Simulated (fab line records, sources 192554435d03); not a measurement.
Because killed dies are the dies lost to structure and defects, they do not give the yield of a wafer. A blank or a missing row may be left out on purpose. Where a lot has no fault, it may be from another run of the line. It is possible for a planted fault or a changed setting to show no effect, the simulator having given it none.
Chamber matching ; flow n5Finfet ; N5_SDB_HM_DEP_00 on pecvd-04 has 3 sister chambers
The step deposits SiNx from SiH4/NH3/N2, target thk 40 nm, time 35.3 s. 14 wafers are shown with their chamber, then 7 later ones without.

## WAFERS WITH THEIR CHAMBER
wafer;chamber;showerheadPlenumPTorr (Torr);throttleValvePct (%);heaterPowerW (W)
L075.3;2;5.14;35.2;662
L075.4;1;5.34;40.2;660
L075.6;1;5.33;39.9;680
L082.1;0;5.12;38.6;780
L082.4;2;5.13;35.5;641
L082.5;1;5.34;40.2;664
L083.1;0;5.12;38.6;726
L083.2;1;5.34;40.0;706
L083.5;1;5.35;40.1;721
L086.1;0;5.12;39.1;759
L086.2;1;5.33;40.0;609
L086.4;0;5.13;39.0;791
L088.2;2;5.15;35.2;621
L088.5;0;5.12;39.2;811

SIGNATURES, as means of the wafers listed above
reading;chamber 0;chamber 1;chamber 2;scatter within a chamber
showerheadPlenumPTorr;5.1220;5.3383;5.1400;0.00716
throttleValvePct;38.900;40.067;35.300;0.203
heaterPowerW;773.40;673.33;641.33;34.2
Rule: distance of a wafer from a chamber = root of the sum over the readings of ((wafer's reading minus chamber's mean) / reading's scatter) squared. If the next closest chamber is less than 2 further off than the closest, the wafer can't be placed; otherwise it belongs to the closest. The scatter is the square root of a quotient: the sum, over the shown wafers, of each reading's squared deviation from its chamber's mean, divided by wafers minus chambers.

## WAFERS WITHOUT THEIR CHAMBER
wafer;showerheadPlenumPTorr (Torr);throttleValvePct (%);heaterPowerW (W)
L088.6;5.15;35.5;628
L091.1;5.10;39.0;821
L091.3;5.13;35.6;654
L091.4;5.34;39.8;696
L095.2;5.15;35.5;575
L095.4;5.15;35.5;559
L095.5;5.11;39.4;701

## WHICH CHAMBER EACH WENT THROUGH
wafer;from the rows above;in truth
L088.6;2;2
L091.1;0;0
L091.3;2;2
L091.4;1;1
L095.2;2;2
L095.4;2;2
L095.5;0;0
7 of 7 placed correctly. Can't be placed from these rows: 0. Number placed wrongly: 0.
